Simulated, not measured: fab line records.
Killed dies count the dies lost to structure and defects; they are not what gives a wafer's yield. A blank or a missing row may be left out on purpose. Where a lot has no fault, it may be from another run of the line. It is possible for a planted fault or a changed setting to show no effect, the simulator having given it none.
Chamber matching -- flow n5 finfet -- 3 sister chambers for N5_BEOL_M12_DEP_53 on pecvd-01
The step deposits SiCN from 3MS/NH3, target thk 30 nm, time 10.5 s. 3 wafers are shown with their chamber, then 7 later ones without.

## EACH WAFER AND ITS CHAMBER
wafer,chamber,throttle valve pct (%)
L077.5,2,17.1
L097.1,1,18.7
L097.2,0,16.1

## WAFERS WHOSE CHAMBER IS MISSING
wafer,throttle valve pct (%)
L097.6,17.5
L079.1,18.6
L079.2,16.2
L079.6,16.5
L094.1,16.5
L094.2,17.6
L094.6,18.7

## EACH ONE'S CHAMBER
wafer,from the rows above,in truth
L097.6,2,2
L079.1,1,1
L079.2,0,0
L079.6,can't be placed: 0 or 2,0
L094.1,can't be placed: 0 or 2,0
L094.2,can't be placed: 2 or 1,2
L094.6,1,1
4 of 7 placed correctly. Not placeable from these rows: 3 (in 3, the candidates include the true chamber). Placed wrongly: 0.
How it was worked out, from the rows above alone: a wafer's distance from a chamber is the root of the sum, over the readings, of the square of ((its reading less the chamber's mean) divided by the reading's scatter). If the next closest chamber is less than 2 further off than the closest, the wafer can't be placed; otherwise it belongs to the closest. Each chamber's mean is taken over the wafers shown for it. The scatter (one wafer shown for each chamber): square how far every hidden wafer sits from the nearest shown wafer, average those squares and take the square root.
